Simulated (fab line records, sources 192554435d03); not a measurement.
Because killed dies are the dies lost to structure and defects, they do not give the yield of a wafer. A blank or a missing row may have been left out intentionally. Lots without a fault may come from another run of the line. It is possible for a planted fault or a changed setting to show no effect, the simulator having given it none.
Matching of chambers	flow n5 finfet	N5_BEOL_M8_STRIP_19 on rie diel-06 has 4 sister chambers
The step strips in O2. 4 wafers are shown with their chamber, then 11 later ones without.

## WAFERS, EACH WITH ITS CHAMBER
wafer	chamber	drypump motor current A (A)
L088.2	0	5.7
L088.5	1	5.0
L088.6	2	5.4
L090.1	3	6.4

## WAFERS WHOSE CHAMBER IS MISSING
wafer	drypump motor current A (A)
L090.2	5.5
L090.3	5.7
L089.1	5.5
L089.2	6.4
L089.4	5.0
L092.1	6.4
L092.2	5.7
L092.3	5.5
L092.4	5.0
L092.5	5.4
L092.6	5.0

## EACH ONE'S CHAMBER
wafer	from the rows above	in truth
L090.2	can't be placed: 2 or 0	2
L090.3	0	0
L089.1	can't be placed: 2 or 0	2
L089.2	3	3
L089.4	1	1
L092.1	3	3
L092.2	0	0
L092.3	can't be placed: 2 or 0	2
L092.4	1	1
L092.5	2	2
L092.6	1	1
Placed correctly: 8 of 11. Not placeable from these rows: 3 (in 3, the candidates include the true chamber). 0 placed wrongly.
How it was worked out, from the rows above alone: a wafer's distance from a chamber is the root of the sum, over the readings, of the square of ((its reading less the chamber's mean) divided by the reading's scatter). The wafer belongs to the nearest chamber; if the next one is less than 2 further off, it can't be placed. Each chamber's mean is taken over the wafers shown for it. The scatter: root of mean squared gap, hidden wafer to nearest shown wafer, with one shown wafer a chamber.
